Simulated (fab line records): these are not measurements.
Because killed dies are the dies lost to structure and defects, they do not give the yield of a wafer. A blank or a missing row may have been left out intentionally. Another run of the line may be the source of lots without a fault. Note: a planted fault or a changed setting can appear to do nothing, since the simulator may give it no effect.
fab line records	flow nandHarc
[record] lots = 6	wafers = 18	lastDay = 33
route steps=1302 shown A_CHANNEL_HOLE_D2@601 A_CHANNEL_FILL_D2@610 END@1302
lots untouched by any fault: they come from a run of this same line in which no faults occurred
startH: start of the lot's first displayed wafer, in hours after the record's first day	waitH: how many hours have passed since the lot's step before this one	" the same as in the row above	L1.1+2: a row that stands for several wafers	- no value, or no start was given	* or withheld: withheld	< > ~ a bound
route shown NAME@n: NAME is a module with steps in the file, n the number in the route of the first one	usual: the fault-free wafers' mean and standard deviation	same: alike in all rows	chamber/n: place in a boat	sites: each site's reading	_std_site: their standard deviation	_edge_site: inner sites' mean taken away from outer sites' mean	radiusMm: how far each site lies from the wafer's centre	mask NAME#n: copy n	behind: the last tool/chamber to shape the wafer	hold: why the lot was held/for how many hours/how that ended	device: transistor that didn't switch, given as n, p or np	end of line: the same wafers' tests at the end of the route	for a step that has no rows: nothing shown but its recipe	killed: dies lost to structure and defects at the first sort, not the wafer's yield	map: dies across one wafer; x = killed, . = not, _ = none there
set.NAME: the setting that was run; set.NAME@STEP: the one run at that earlier step	model.NAME: the simulator's own value behind a step, which no gauge read
a table for each step, a row for each wafer; lots at some steps of the route
services: the hour from which a tool's chamber was out of use, counted from the record's first day as startH (under 0 if before that day), plus the number of hours and why
[[steps]]
[step NHARC_A_CHANNEL_HOLE_D2_STRIP_42]
[recipe] cf4FlowSccm = 100	chf3FlowSccm = 30	arFlowSccm = 0	biasW = 0	chemistry = CF4/CHF3
[step NHARC_A_CHANNEL_HOLE_D2_STRIP_43]
[recipe] o2FlowSccm = 400	cosFlowSccm = 20	arFlowSccm = 0	biasW = 0	chemistry = O2/COS
[step NHARC_A_CHANNEL_HOLE_D2_ETCH_44]
[recipe] targetDepthA = 1400	overetchA = 140	timeS = 77	ionEnergyEv = 100	cf4FlowSccm = 80	o2FlowSccm = 20	arFlowSccm = 0	rfW = 300	biasW = 100	chemistry = CF4/O2
[usual] drypumpMotorCurrentA = 5.6/0.35	oesProductAu = 1.003/0.0097	rfFwdPowerW = 297.7/1.2	rfVppV = 197.6/1.4	showerheadPlenumPTorr = 1.33/0.055	throttleValvePct = 13.398/0.0094
lot.wafer	tool	chamber	startH	waitH	drypumpMotorCurrentA	oesProductAu	rfFwdPowerW	rfHoursCounterH	rfVppV	showerheadPlenumPTorr	throttleValvePct
L415.2	rieDiel-12	0	287.81	0.1	5.5	1.015	296.2	0.2	200.1	1.41	13.394
L415.1	"	2	"	"	5.1	1.007	298.1	0.1	196.2	1.27	13.394
L415.6	"	0	"	"	5.5	1.008	298.1	-	200.1	1.41	13.408
L426.1	rieDiel-02	2	409.21	0.1	5.3	1.020	299.2	0.6	197.5	1.27	13.398
L426.4	"	3	"	"	5.2	1.004	298.1	0.4	198.3	1.37	13.408
L426.5	"	2	"	"	5.3	1.013	298.9	-	195.4	1.27	13.398
L428.2	rieDiel-12	2	421.32	0.1	5.1	1.019	298.1	8.3	196.4	1.27	13.405
L428.1	"	1	"	"	6.2	0.991	299.7	8.0	197.3	1.32	13.400
L428.5	"	2	"	"	5.1	1.006	297.9	-	195.6	1.27	13.394
L430.3	rieDiel-02	1	453.71	0.1	5.7	0.996	296.4	4.1	200.4	1.38	13.406
L430.5	"	0	"	"	5.5	0.994	297.1	-	196.9	1.27	13.392
L430.6	"	1	"	"	5.7	0.997	297.0	-	198.1	1.38	13.398
L433.4	rieDiel-12	2	489.07	0.1	5.2	1.003	298.5	1.9	195.2	1.27	13.390
L433.5	"	3	"	"	5.9	1.008	299.1	-	195.4	1.27	13.399
L433.6	"	0	"	"	5.5	1.022	295.5	-	199.5	1.40	13.404
L437.4	rieDiel-02	1	527.84	0.1	5.7	1.002	298.0	6.8	198.5	1.37	13.391
L437.3	"	2	"	"	5.3	1.009	299.7	4.6	195.0	1.27	13.400
L437.6	"	1	"	"	5.7	1.001	296.8	-	199.3	1.38	13.393
[step NHARC_A_CHANNEL_HOLE_D2_STRIP_28]
[recipe] o2FlowSccm = 500	arFlowSccm = 0	biasW = 0	chemistry = O2
[usual] drypumpMotorCurrentA = 5.6/0.37	oesProductAu = 1.000/0.01	rfVppV = 57.8/0.84	showerheadPlenumPTorr = 3.50/0.14	throttleValvePct = 17.037/0.0098
lot.wafer	tool	chamber	startH	waitH	drypumpMotorCurrentA	oesProductAu	rfHoursCounterH	rfVppV	showerheadPlenumPTorr	throttleValvePct
L415.1	rieDiel-12	3	-	-	5.9	0.996	0.2	58.7	3.38	17.038
L415.2	"	0	"	"	5.5	1.007	0.2	57.5	3.71	17.036
L415.6	"	3	"	"	5.9	0.996	-	56.9	3.38	17.047
L426.1	rieDiel-02	1	-	-	5.7	1.009	0.8	58.8	3.63	17.052
L426.4	"	0	"	"	5.5	1.009	0.5	57.9	3.36	17.044
L426.5	"	2	"	"	5.3	1.012	-	57.4	3.36	17.033
L428.1	rieDiel-12	3	-	-	5.9	1.018	8.8	57.2	3.38	17.033
L428.2	"	2	"	"	5.1	1.023	8.4	58.0	3.36	17.025
L428.5	"	3	"	"	5.9	1.013	-	57.1	3.38	17.027
L430.3	rieDiel-02	1	-	-	5.7	0.991	4.2	58.6	3.63	17.041
L430.5	"	3	"	"	5.2	1.001	-	57.7	3.62	17.031
L430.6	"	0	"	"	5.6	1.011	-	57.9	3.36	17.042
L433.4	rieDiel-12	1	-	-	6.3	0.980	2.0	57.8	3.48	17.044
L433.6	"	1	"	"	6.3	0.980	-	56.9	3.48	17.017
L433.5	"	2	"	"	5.1	0.995	-	58.9	3.36	17.040
L437.4	rieDiel-02	1	-	-	5.7	0.998	6.8	57.6	3.63	17.049
L437.3	"	0	"	"	5.5	1.002	6.2	56.9	3.36	17.030
L437.6	"	2	"	"	5.3	1.008	-	57.6	3.36	17.047
[step NHARC_A_CHANNEL_HOLE_D2_PRECLEAN_29]
[recipe] timeS = *	tempC = 50	bathAgeMin = 0	chemistry = SC1
[step NHARC_A_CHANNEL_HOLE_D2_SRD_30]
[step NHARC_A_CHANNEL_HOLE_D2_CD_MEAS_31]
[usual] cdNm = 90.0/1.2
lot.wafer	tool	chamber	startH	waitH	cdNm
L415.1	cdSem-02	-	288.73	-	92.2
L415.2	"	-	"	"	92.0
L415.6	"	-	"	"	90.8
L426.1	cdSem-01	-	409.99	-	88.6
L426.4	"	-	"	"	89.8
L426.5	"	-	"	"	90.4
L428.1	cdSem-02	-	422.11	-	88.9
L428.2	"	-	"	"	91.0
L428.5	"	-	"	"	91.0
L430.3	cdSem-01	-	454.51	-	91.0
L430.5	"	-	"	"	90.3
L430.6	"	-	"	"	90.3
L433.4	cdSem-01	-	489.85	-	92.8
L433.5	"	-	"	"	88.1
L433.6	"	-	"	"	92.2
L437.3	cdSem-03	-	528.64	-	90.1
L437.4	"	-	"	"	89.2
L437.6	"	-	"	"	89.1
[step NHARC_A_CHANNEL_HOLE_D2_XSEM_32]
[recipe] landingEnergyEv = 35000
[usual] botCdNm = 74.5/1.3	bowNm = 8.68/0.3	tiltDeg = 0.08/0.045
[same] landingEnergyEv = 35000
lot.wafer	tool	chamber	startH	waitH	botCdNm	bowNm	tiltDeg
L415.1	xsem-01	0	288.82	0.1	75.2	9.03	0.03
L415.2	"	0	"	"	76.2	8.98	0.03
L415.6	"	0	"	"	73.5	9.16	0.04
L426.1	xsem-02	0	410.08	0.1	72.9	8.58	0.11
L426.4	"	0	"	"	74.5	8.52	0.11
L426.5	"	0	"	"	75.2	8.58	0.11
L428.1	xsem-02	0	422.21	0.1	73.6	8.46	0.03
L428.2	"	0	"	"	75.8	8.46	0.03
L428.5	"	0	"	"	75.6	8.43	0.03
L430.3	xsem-01	0	454.60	0.1	76.0	8.44	0.08
L430.5	"	0	"	"	75.6	8.47	0.08
L430.6	"	0	"	"	75.3	8.45	0.08
L433.4	xsem-02	0	489.95	0.1	77.6	8.87	0.15
L433.5	"	0	"	"	73.1	8.87	0.14
L433.6	"	0	"	"	77.1	8.87	0.14
L437.3	xsem-02	0	528.73	0.1	74.7	8.49	0.03
L437.4	"	0	"	"	73.2	8.43	0.03
L437.6	"	0	"	"	73.2	8.43	0.03
[step NHARC_A_CHANNEL_HOLE_D2_INSPECT_40]
[usual] rawDefectCount = 267/86
lot.wafer	tool	chamber	startH	waitH	rawDefectCount
L415.1	defectInspect-02	-	288.91	-	208
L415.2	"	-	"	"	202
L415.6	"	-	"	"	165
L426.1	defectInspect-01	-	410.18	-	283
L426.4	"	-	"	"	425
L426.5	"	-	"	"	262
L428.1	defectInspect-02	-	422.30	-	400
L428.2	"	-	"	"	323
L428.5	"	-	"	"	344
L430.3	defectInspect-01	-	454.69	-	226
L430.5	"	-	"	"	224
L430.6	"	-	"	"	280
L433.4	defectInspect-01	-	490.04	-	425
L433.5	"	-	"	"	247
L433.6	"	-	"	"	267
L437.3	defectInspect-01	-	528.82	-	245
L437.4	"	-	"	"	188
L437.6	"	-	"	"	203
[step NHARC_A_CHANNEL_FILL_D2_PRECLEAN_00]
[recipe] timeS = *	tempC = 50	bathAgeMin = 0	chemistry = SC1
[step NHARC_A_CHANNEL_FILL_D2_SRD_01]
[step NHARC_A_CHANNEL_FILL_D2_ALD_02]
[recipe] targetThkA = 60	pulseTimeS = 10	aldCycles = 60	tempC = 300	material = SiO2
[usual] aldCycles = 60/0	heaterPowerW = 470/44	precursorPulseHeightRel = 1.000/0.02
lot.wafer	tool	chamber	startH	waitH	aldCycles	heaterPowerW	precursorPulseHeightRel
L415.1	aldHk-03	3	289.10	-	60	487	1.046
L415.2	"	2	"	"	60	440	1.001
L415.6	"	0	"	"	60	466	0.971
L426.4	aldHk-01	1	410.38	-	60	554	0.952
L426.1	"	3	"	"	60	535	0.978
L426.5	"	1	"	"	60	545	0.979
L428.2	aldHk-04	1	422.74	-	60	423	0.998
L428.1	"	3	"	"	60	430	0.988
L428.5	"	0	"	"	60	550	0.977
L430.3	aldHk-01	2	457.75	-	60	500	0.979
L430.5	"	2	"	"	60	486	1.017
L430.6	"	3	"	"	60	531	1.023
L433.4	aldHk-01	0	491.16	-	60	485	0.990
L433.6	"	1	"	"	60	544	1.025
L433.5	"	2	"	"	60	483	1.031
L437.4	aldHk-04	3	529.09	-	60	439	1.009
L437.3	"	0	"	"	60	545	0.992
L437.6	"	2	"	"	60	417	1.012
[step NHARC_A_CHANNEL_FILL_D2_ALD_03]
[recipe] targetThkA = 60	pulseTimeS = 60	aldCycles = 58	tempC = 630	pressureTorr = 2	material = SiNx
[usual] aldCycles = 58/0	precursorPulseHeightRel = 1.003/0.02
lot.wafer	tool	chamber	startH	waitH	aldCycles	precursorPulseHeightRel
L415.1	aldSinBatch-02	0	292.98	-	58	0.992
L415.2	"	0	"	"	58	0.994
L415.6	"	0	"	"	58	0.984
L426.1	aldSinBatch-01	0	413.60	-	58	0.983
L426.4	"	0	"	"	58	1.015
L426.5	"	0	"	"	58	1.027
L428.1	aldSinBatch-02	0	426.11	-	61	1.013
L428.2	"	0	"	"	61	0.966
L428.5	"	0	"	"	61	1.040
L430.3	aldSinBatch-02	0	461.20	-	61	1.016
L430.5	"	0	"	"	61	1.027
L430.6	"	0	"	"	61	0.987
L433.4	aldSinBatch-03	0	494.38	-	58	0.966
L433.5	"	0	"	"	58	1.016
L433.6	"	0	"	"	58	0.985
L437.3	aldSinBatch-02	0	531.81	-	58	1.011
L437.4	"	0	"	"	58	1.028
L437.6	"	0	"	"	58	1.010
[step NHARC_A_CHANNEL_FILL_D2_ALD_14]
[recipe] targetThkA = 25	pulseTimeS = 10	aldCycles = 25	tempC = 300	material = SiO2
[usual] aldCycles = 25/0	heaterPowerW = 472/47	precursorPulseHeightRel = 1.000/0.019
lot.wafer	tool	chamber	startH	waitH	aldCycles	heaterPowerW	precursorPulseHeightRel
L415.1	aldHk-01	2	296.56	0.1	25	477	0.990
L415.2	"	0	"	"	25	452	0.961
L415.6	"	1	"	"	25	541	0.990
L426.1	aldHk-04	3	417.17	0.0	25	422	1.021
L426.4	"	2	"	"	25	413	0.992
L426.5	"	0	"	"	25	538	1.010
L428.2	aldHk-04	0	429.71	0.1	25	546	0.993
L428.1	"	2	"	"	25	416	1.003
L428.5	"	3	"	"	25	429	0.940
L430.3	aldHk-04	1	464.84	0.1	25	448	1.004
L430.5	"	3	"	"	25	424	0.982
L430.6	"	0	"	"	25	540	0.981
L433.4	aldHk-01	2	497.95	0.0	25	483	1.006
L433.6	"	2	"	"	25	479	0.991
L433.5	"	3	"	"	25	524	1.000
L437.3	aldHk-01	0	535.48	0.1	25	471	1.008
L437.4	"	1	"	"	25	541	1.015
L437.6	"	3	"	"	25	517	0.985
[step NHARC_END_SORT_01]
[recipe] tempC = 25
[usual] killedAtArray = 57/20	killedAtOther = 1.0/1.5	killedAtPeriphery = 3.5/2.5	killedDies = 62/21	killedOpen = 3.5/1.9	killedShort = 2.4/1.6
[same] grossDies = 677
lot.wafer	tool	chamber	startH	waitH	killedAtArray	killedAtOther	killedAtPeriphery	killedDies	killedOpen	killedShort
L415.1	prober-02	0	560.84	2.5	35	0	1	36	3	1
L415.2	prober-02	0	561.65	2.8	52	0	1	53	1	1
L415.6	prober-02	0	564.90	4.1	53	0	0	53	0	2
L426.1	prober-02	0	680.07	2.5	70	0	4	74	2	2
L426.4	prober-02	0	682.50	3.4	74	1	4	79	7	2
L426.5	prober-02	0	683.31	3.7	58	1	7	66	5	2
L428.1	prober-01	0	692.51	2.5	57	1	3	61	4	6
L428.2	prober-01	0	693.32	2.8	50	3	6	59	0	2
L428.5	prober-01	0	695.74	3.7	55	2	3	60	1	1
L430.3	prober-02	0	713.25	3.1	58	0	4	62	2	2
L430.5	prober-02	0	714.82	3.7	51	0	4	55	8	1
L430.6	prober-02	0	715.61	3.9	46	0	3	49	1	3
L433.4	prober-01	0	767.37	3.4	63	1	2	66	1	7
L433.5	prober-01	0	768.19	3.7	70	0	1	71	2	2
L433.6	prober-01	0	769.00	4.1	61	1	4	66	1	2
L437.3	prober-01	0	795.10	3.1	49	0	5	54	4	1
L437.4	prober-01	0	795.88	3.4	47	1	3	51	4	0
L437.6	prober-01	0	797.44	3.9	48	0	5	53	3	4
// killed by level:class
L415.1 A_CHANNEL_HOLE_D2:chamberFilmFlake=24 A_CHANNEL_HOLE_D1:chamberFilmFlake=2 A_DECK1_JOINT:chamberFilmFlake=2 A_BLC:chamberFilmFlake=2 A_SOURCE_PLATE:geometricParticle:open=1 A_CHANNEL_HOLE_D2:geometricParticle:short=1 A_SGD_CUT:geometricParticle:open=1 A_CONTACT:geometricParticle:open=1
L415.2 A_CHANNEL_HOLE_D2:chamberFilmFlake=35 A_BLC:chamberFilmFlake=5 A_CONTACT:chamberFilmFlake=4 A_SGD_CUT:chamberFilmFlake=3 A_DECK1_JOINT:chamberFilmFlake=2 P_GATE:geometricParticle:open=1 A_ONON_D1:geometricParticle:short=1 A_CHANNEL_HOLE_D1:chamberFilmFlake=1
L415.6 A_CHANNEL_HOLE_D2:chamberFilmFlake=34 A_CONTACT:chamberFilmFlake=5 A_STAIRCASE:chamberFilmFlake=3 A_SGD_CUT:chamberFilmFlake=3 A_BLC:chamberFilmFlake=3 A_WL_FILL:geometricParticle:short=2 A_ZERO_WELL:chamberFilmFlake=2 A_CHANNEL_HOLE_D1:chamberFilmFlake=1
L426.1 A_CHANNEL_HOLE_D1:chamberFilmFlake=32 A_CHANNEL_HOLE_D2:chamberFilmFlake=18 A_STAIRCASE:chamberFilmFlake=9 A_SLIT:chamberFilmFlake=3 P_M2:chamberFilmFlake=2 P_CONTACT:geometricParticle:open=1 A_CHANNEL_HOLE_D1:geometricParticle:open=1 A_CHANNEL_FILL_D2:geometricParticle:short=1
L426.4 A_CHANNEL_HOLE_D1:chamberFilmFlake=37 A_CHANNEL_HOLE_D2:chamberFilmFlake=20 A_STAIRCASE:chamberFilmFlake=4 A_CONTACT:chamberFilmFlake=3 A_ONON_D2:geometricParticle:open=2 A_M1:geometricParticle:open=2 P_STI:chamberFilmFlake=2 A_CHANNEL_FILL_D2:chamberFilmFlake=2
L426.5 A_CHANNEL_HOLE_D1:chamberFilmFlake=24 A_CHANNEL_HOLE_D2:chamberFilmFlake=19 A_CONTACT:chamberFilmFlake=4 A_SLIT:chamberFilmFlake=3 P_M0:geometricParticle:open=2 A_STAIRCASE:chamberFilmFlake=2 P_CONTACT:geometricParticle:short=1 P_CONTACT:geometricParticle:open=1
L428.1 A_SLIT:chamberFilmFlake=26 A_CHANNEL_HOLE_D2:chamberFilmFlake=13 A_CHANNEL_HOLE_D1:chamberFilmFlake=4 A_CONTACT:chamberFilmFlake=4 P_GATE:geometricParticle:short=1 P_CONTACT:geometricParticle:open=1 A_ONON_D1:geometricParticle:open=1 A_CHANNEL_HOLE_D1:geometricParticle:short=1
L428.2 A_SLIT:chamberFilmFlake=18 A_CHANNEL_HOLE_D1:chamberFilmFlake=11 A_CHANNEL_HOLE_D2:chamberFilmFlake=11 P_GATE:chamberFilmFlake=5 A_CONTACT:chamberFilmFlake=5 THIN_TSV:chamberFilmFlake=3 A_STAIRCASE:chamberFilmFlake=2 A_CHANNEL_HOLE_D1:geometricParticle:short=1
L428.5 A_SLIT:chamberFilmFlake=26 A_CHANNEL_HOLE_D2:chamberFilmFlake=14 A_CHANNEL_HOLE_D1:chamberFilmFlake=5 A_STAIRCASE:chamberFilmFlake=4 A_CONTACT:chamberFilmFlake=4 P_GATE:chamberFilmFlake=2 STARTING-WAFER:geometricParticle:open=1 STARTING-WAFER:geometricParticle:short=1
L430.3 A_SLIT:chamberFilmFlake=32 A_CHANNEL_HOLE_D2:chamberFilmFlake=15 A_CHANNEL_HOLE_D1:chamberFilmFlake=4 P_BONDPAD:chamberFilmFlake=2 A_STAIRCASE:chamberFilmFlake=2 A_CONTACT:chamberFilmFlake=2 P_BONDPAD:geometricParticle:open=1 A_SOURCE_PLATE:geometricParticle:short=1
L430.5 A_SLIT:chamberFilmFlake=32 A_CHANNEL_HOLE_D1:chamberFilmFlake=5 A_CHANNEL_HOLE_D2:chamberFilmFlake=5 A_SOURCE_PLATE:geometricParticle:open=3 P_CONTACT:geometricParticle:open=2 P_BONDPAD:chamberFilmFlake=2 A_ONON_D1:geometricParticle:open=1 A_SGD_CUT:geometricParticle:open=1
L430.6 A_SLIT:chamberFilmFlake=21 A_CHANNEL_HOLE_D2:chamberFilmFlake=8 A_CHANNEL_HOLE_D1:chamberFilmFlake=7 P_BONDPAD:chamberFilmFlake=2 A_DECK1_JOINT:chamberFilmFlake=2 A_ONON_D1:geometricParticle:short=1 A_CHANNEL_FILL_D1:geometricParticle:short=1 A_DECK1_JOINT:geometricParticle:short=1
L433.4 A_CHANNEL_HOLE_D2:chamberFilmFlake=26 A_CHANNEL_HOLE_D1:chamberFilmFlake=10 A_STAIRCASE:chamberFilmFlake=7 A_CONTACT:chamberFilmFlake=6 A_SLIT:chamberFilmFlake=5 A_M1:chamberFilmFlake=2 P_M0:geometricParticle:short=1 A_ONON_D1:geometricParticle:open=1
L433.5 A_CHANNEL_HOLE_D2:chamberFilmFlake=32 A_CHANNEL_HOLE_D1:chamberFilmFlake=18 A_STAIRCASE:chamberFilmFlake=10 A_CONTACT:chamberFilmFlake=3 A_CHANNEL_FILL_D2:geometricParticle:short=1 A_WL_FILL:geometricParticle:short=1 A_WL_FILL:geometricParticle:open=1 A_BLC:geometricParticle:open=1
L433.6 A_CHANNEL_HOLE_D2:chamberFilmFlake=27 A_SLIT:chamberFilmFlake=11 A_CHANNEL_HOLE_D1:chamberFilmFlake=10 A_STAIRCASE:chamberFilmFlake=8 P_GATE:chamberFilmFlake=2 P_M0:geometricParticle:open=1 A_CHANNEL_FILL_D2:geometricParticle:short=1 A_M0:geometricParticle:short=1
L437.3 A_SLIT:chamberFilmFlake=36 P_BONDPAD:chamberFilmFlake=3 A_CHANNEL_HOLE_D2:chamberFilmFlake=3 A_CONTACT:chamberFilmFlake=3 P_STI:chamberFilmFlake=2 A_STAIRCASE:chamberFilmFlake=2 A_DECK1_JOINT:geometricParticle:open=1 A_ONON_D2:geometricParticle:open=1
L437.4 A_SLIT:chamberFilmFlake=37 A_CHANNEL_HOLE_D2:chamberFilmFlake=2 A_M1:chamberFilmFlake=2 P_CONTACT:geometricParticle:open=1 P_M0:geometricParticle:open=1 A_ONON_D1:geometricParticle:open=1 A_CHANNEL_FILL_D2:geometricParticle:open=1 P_BONDPAD:chamberFilmFlake=1
L437.6 A_SLIT:chamberFilmFlake=32 A_DECK1_JOINT:chamberFilmFlake=3 A_CHANNEL_HOLE_D2:chamberFilmFlake=3 A_CONTACT:chamberFilmFlake=3 P_STI:chamberFilmFlake=2 P_M0:geometricParticle:open=1 P_M1:geometricParticle:short=1 A_CHANNEL_FILL_D1:geometricParticle:open=1
[[services]]
tool	chamber	startH	hours	kind
aldSinBatch-02	-	266.00	26.0	pm
rieDiel-12	-	268.40	9.0	pm
rieDiel-12	0	268.40	9.0	ventCycle
rieDiel-12	1	268.40	9.0	ventCycle
rieDiel-12	1	287.32	1.9	repair
aldHk-01	-	302.94	10.0	pm
rieDiel-02	2	333.14	15.6	repair
aldHk-03	-	352.34	0.8	repair
xsem-01	-	374.00	14.0	pm
rieDiel-02	0	386.61	6.0	repair
aldHk-03	-	390.00	10.0	pm
rieDiel-02	-	393.70	9.0	pm
rieDiel-12	3	393.75	4.5	repair
rieDiel-02	2	415.26	9.6	repair
aldSinBatch-02	-	415.46	1.5	repair
rieDiel-02	2	431.89	5.2	repair
aldHk-04	-	432.00	10.0	pm
aldHk-01	-	443.82	2.5	repair
rieDiel-12	-	445.40	9.0	pm
rieDiel-12	0	457.73	8.2	repair
aldHk-01	-	480.94	10.0	pm
rieDiel-02	0	499.35	2.9	repair
aldSinBatch-01	-	506.00	26.0	pm
aldHk-03	-	523.44	1.3	repair
[[key]]
[firstSign] step = NHARC_A_CHANNEL_FILL_D2_ALD_03	reading = aldCycles	direction = up	sigmas = 99+	usual = 58	struck = 61
effect none on later readings
metAt NHARC_A_CHANNEL_FILL_D2_ALD_03
struckWafers L428.1,L428.2,L428.5,L430.3,L430.5,L430.6
testerLeftOut L428,L430
onsetBetween 292.98 426.11
[fault] kind = processParameterDrift	tool = aldSinBatch-02	chamber = -	onsetH = 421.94	steps = NHARC_A_CHANNEL_FILL_D2_ALD_03	channel = aldCycles	offset = 3	shape = step	endH = 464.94	actsIn = theseRecipesOnly	stated = 58
// testerLeftOut: of these lots the tester's yield and bins aren't shown, on N5 and GAA mostly nor the transistor test; their killed dies are dies lost to structure and defects alone, not to doping, threshold or leakage, so they don't give the yield
